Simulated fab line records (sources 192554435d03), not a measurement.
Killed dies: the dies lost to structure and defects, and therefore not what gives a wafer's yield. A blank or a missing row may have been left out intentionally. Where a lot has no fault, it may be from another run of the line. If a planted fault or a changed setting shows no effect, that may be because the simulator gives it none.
Split-lot experiment -- flow n5_finfet -- route with 1938 steps; 7 lots, 21 wafers read

THE SPLIT ITSELF
At N5_BEOL_M15_TRENCH_ETCH_34 (etches SiO2 in C4F8/O2/Ar, target depth 872.93 nm, time 199 s), the setting time_s was moved away from the recipe's 199 s on 6 of the 21 wafers read, by -7.9% to +17.7%. All remaining wafers had this setting at the recipe value.

FROM THE SPLIT TO THE READING: what the file shows between them, 7 steps
- N5_BEOL_M15_STRIP_36: strips in O2
- N5_BEOL_M15_ECD_47: material Cu, target thk 1860 nm
- N5_BEOL_M15_ANNEAL_48: time 90 s
- N5_BEOL_M15_CMP_49: polishes, stops on SiO2, t overpolish 4.9 s, target thk 850 nm
- N5_BEOL_M15_THK_MEAS_50: measures by xrf
- N5_BEOL_M15_PRE_CLEAN_52: time 15 s
- N5_BEOL_M15_DEP_53: deposits SiCN from 3MS/NH3, target thk 50 nm, time 17.8 s

THE READING
At N5_BEOL_M15_RS_MEAS_54, a four-point-probe measurement gives M15_RS in ohm/sq. On this fab line, fault-free wafers typically give 0.0215 ohm/sq with a standard deviation of 0.00032 ohm/sq.

wafer,"tool, chamber at the split","time_s as run, s",against the recipe,"M15_RS, ohm/sq",against lot-mates on the recipe
L080.1,"rie_diel-04, 2",183.3,-7.9%,0.0233,+0.0020
L080.3,"rie_diel-04, 3",183.3,-7.9%,0.0232,+0.0019
L080.5,"rie_diel-04, 3",199,recipe,0.0213,-
L079.1,"rie_diel-03, 1",199,recipe,0.0222,-
L079.3,"rie_diel-03, 2",199,recipe,0.0214,-
L079.6,"rie_diel-03, 2",234.3,+17.7%,0.0181,-0.0037
L090.2,"rie_diel-04, 3",199,recipe,0.0218,-
L090.3,"rie_diel-04, 0",184.1,-7.5%,0.0232,+0.0014
L090.4,"rie_diel-04, 1",184.1,-7.5%,0.0228,+0.0010
L093.1,"rie_diel-04, 2",199,recipe,0.0214,-
L093.2,"rie_diel-04, 3",199,recipe,0.0215,-
L093.4,"rie_diel-04, 0",199,recipe,0.0213,-
L095.3,"rie_diel-04, 1",199,recipe,0.0208,-
L095.5,"rie_diel-04, 1",199,recipe,0.0207,-
L095.6,"rie_diel-04, 2",199,recipe,0.0217,-
L096.1,"rie_diel-04, 3",221.8,+11.5%,0.0193,-0.0022
L096.3,"rie_diel-04, 2",199,recipe,0.0216,-
L096.5,"rie_diel-04, 0",199,recipe,0.0214,-
L097.3,"rie_diel-06, 3",199,recipe,0.0215,-
L097.5,"rie_diel-06, 0",199,recipe,0.0214,-
L097.6,"rie_diel-06, 3",199,recipe,0.0217,-

THE FIT
A straight line over all 21 wafers: M15_RS changes by -0.000199 ohm/sq for each +1% of time_s; r = -0.96; the points scatter about the line by 0.00033 ohm/sq.
The same after taking each lot's own level away (the mean of its wafers on the recipe; 21 wafers): -0.000204 ohm/sq for each +1%; r = -0.97; scatter 0.00029 ohm/sq.
Per that fit: largest time_s move, reading shift of 0.0036 ohm/sq.
The lots' own levels span 0.02107 to 0.02180 ohm/sq, that is 2.3 times the standard deviation above.
The two slopes are in agreement: the lot-to-lot level therefore moves the slope only a little.
Check: with one of the wafers moved furthest among these (+17.7%) left out of the fit, the line predicts -0.00354 ohm/sq for it against its lot-mates. It came out at -0.0037 ohm/sq against them.

FURTHER SPLITS ON THESE WAFERS
Other splits were also applied to these wafers ahead of the reading. Each is held against what the fit with the lots' levels taken away leaves over:
other split on the same wafers,wafers away from the commonest value,r with M15_RS (lot level and that fit taken away)
N5_BEOL_M13_SPUTTER_43 time_s,6,+0.14
N5_BEOL_M15_PEB_26 peb_temp_c,6,+0.15

THE WHOLE CHAIN: every reading that the file lists as answering this split, in the file's order
step,what it does,reading,change (the file's fit),r (the file's)
N5_BEOL_M15_TRENCH_ETCH_34,"etches SiO2 in C4F8/O2/Ar, target depth 872.93 nm, time 199 s","etch.depth_nm (the simulator's own value, which no gauge read)",+8.8 nm for each +1% of the setting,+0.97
N5_BEOL_M15_TRENCH_ETCH_34,"etches SiO2 in C4F8/O2/Ar, target depth 872.93 nm, time 199 s","coat_of_BEOL_M15_COAT_22.thk_nm (the simulator's own value, which no gauge read)",-1.95 nm for each +1% of the setting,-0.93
N5_BEOL_M15_CMP_49,"polishes, stops on SiO2, t overpolish 4.9 s, target thk 850 nm","Cu_of_BEOL_M15_ECD_47.thk_nm (the simulator's own value, which no gauge read)",+8.75 nm for each +1% of the setting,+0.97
N5_BEOL_M15_THK_MEAS_50,measures by xrf,M15_THK,+8.72 for each +1% of the setting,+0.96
N5_BEOL_M15_RS_MEAS_54,measures by four-point-probe,M15_RS,-0.000203 for each +1% of the setting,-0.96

THE FILE'S OWN FIT
M15_RS changes by -0.000203 ohm/sq for each +1% of time_s, r = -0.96.
